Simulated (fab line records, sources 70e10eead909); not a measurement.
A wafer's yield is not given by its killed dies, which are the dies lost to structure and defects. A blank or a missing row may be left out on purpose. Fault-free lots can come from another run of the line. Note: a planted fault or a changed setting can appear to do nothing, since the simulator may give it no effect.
8D (eight disciplines) problem report, filled in by code | flow nandHarc | the parts of the form that need people (team, actions taken, sign-off) are left out

## 1. PROBLEM STATEMENT
killedAtArray at NHARC_END_SORT_01 reads a mean of 146 on 3 wafers of 1 lot; wafers without a fault read 52 with a standard deviation of 18. That is +5.2 standard deviations from the usual mean.
The first sign was on wafer L830.1 at day 31 09:53, on prober-01. The record holds 18 wafers of 6 lots with a number at this step. Rule for "out" (also "out of limits"): further than 4 standard deviations from the usual mean. The rest of the wafers with a number are treated as sound.

## 2. WHAT IT IS; WHAT IT IS NOT
question                    | is                        | is not
which readings at this step | killedAtArray, killedDies | killedAtOther, killedAtPeriphery, killedOpen, killedShort
which lots                  | L830                      | L819, L821, L826, L834, L835
which wafers of those lots  | all that have a number    | -
read on which gauges        | prober-01                 | prober-02
when                        | from day 31 09:53         | up to then (9 sound wafers); but 6 sound wafers of L834, L835 came after

## 3. THE SUSPECTS, EACH WITH WHAT RULES IT OUT
Counting: a tool at any process step up to the reading remains a suspect when it ran all the lots that are out and ran no sound lot after the first of those.
- the gauge at NHARC_END_SORT_01: kept. All the wafers that are out were read on prober-01, and no step on other tools shows them out.
- rieDiel-13 at NHARC_A_CONTACT_ETCH_96 (etches the open film in C4F6/O2, target depth 20 nm, time 10 s): kept. It ran the lot that is out, L830 (day 28 15:45), and no sound lot after that; its last sound lot up to then is L826 (day 27 06:30).
- pvdSputter-03 at NHARC_THIN_TSV_DEGAS_49 (time 120 s): ruled out as a lasting fault. Following L830 (day 30 21:34), the first lot on it that is out, the sound lots L835, L834 were run on it.
- pvdSputter-01 at NHARC_THIN_TSV_DEGAS_53 (time 60 s): ruled out as a lasting fault. Following L830 (day 30 23:34), the first lot on it that is out, the sound lots L834 were run on it.
- pvdSputter-01 at NHARC_THIN_TSV_PRE_CLEAN_54 (time 30 s): ruled out as a lasting fault. Following L830 (day 30 23:38), the first lot on it that is out, the sound lots L834 were run on it.
Remaining after the count are rieDiel-13 at NHARC_A_CONTACT_ETCH_96 and prober-01 at NHARC_END_SORT_01.

## 4. THE CAUSE (what the simulator had put in)
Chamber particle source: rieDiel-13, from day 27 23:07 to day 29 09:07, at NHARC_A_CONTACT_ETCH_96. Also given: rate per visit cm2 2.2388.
Counting left 2 suspects, and this tool is among them.

## 5. THE CHAIN OF EFFECTS, in route order
Each row: a reading where the mean over the struck wafers with a number is more than 3 standard deviations away from the usual. Only readings for which the record gives a usual standard deviation are gone through. hours: the time from each lot's start at the first step in this table that gives one to its start at this step, as a median over the lots. sigmas: the change in usual standard deviations.
hours | step              | reading       | usual | on struck wafers | change | sigmas
0     | NHARC_END_SORT_01 | killedAtArray | 52    | 146              | +94    | +5.2
0     | NHARC_END_SORT_01 | killedDies    | 57    | 149              | +92    | +4.8

## 6. WHAT WOULD HAVE CAUGHT IT SOONER
In this record the first reading out of limits at a measuring or inspecting step was taken at day 31 09:53, 83 hours after the fault began at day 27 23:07.
An alarm limit of 4 standard deviations would not have fired on the tool readings at NHARC_A_CONTACT_ETCH_96 for which the record gives a usual standard deviation, since none of them was out on any struck wafer.
By day 31 09:53 the whole set of lots that are out, 1 in number, had already begun NHARC_A_CONTACT_ETCH_96 on rieDiel-13. None of them would have been spared by holding the tool at that moment.
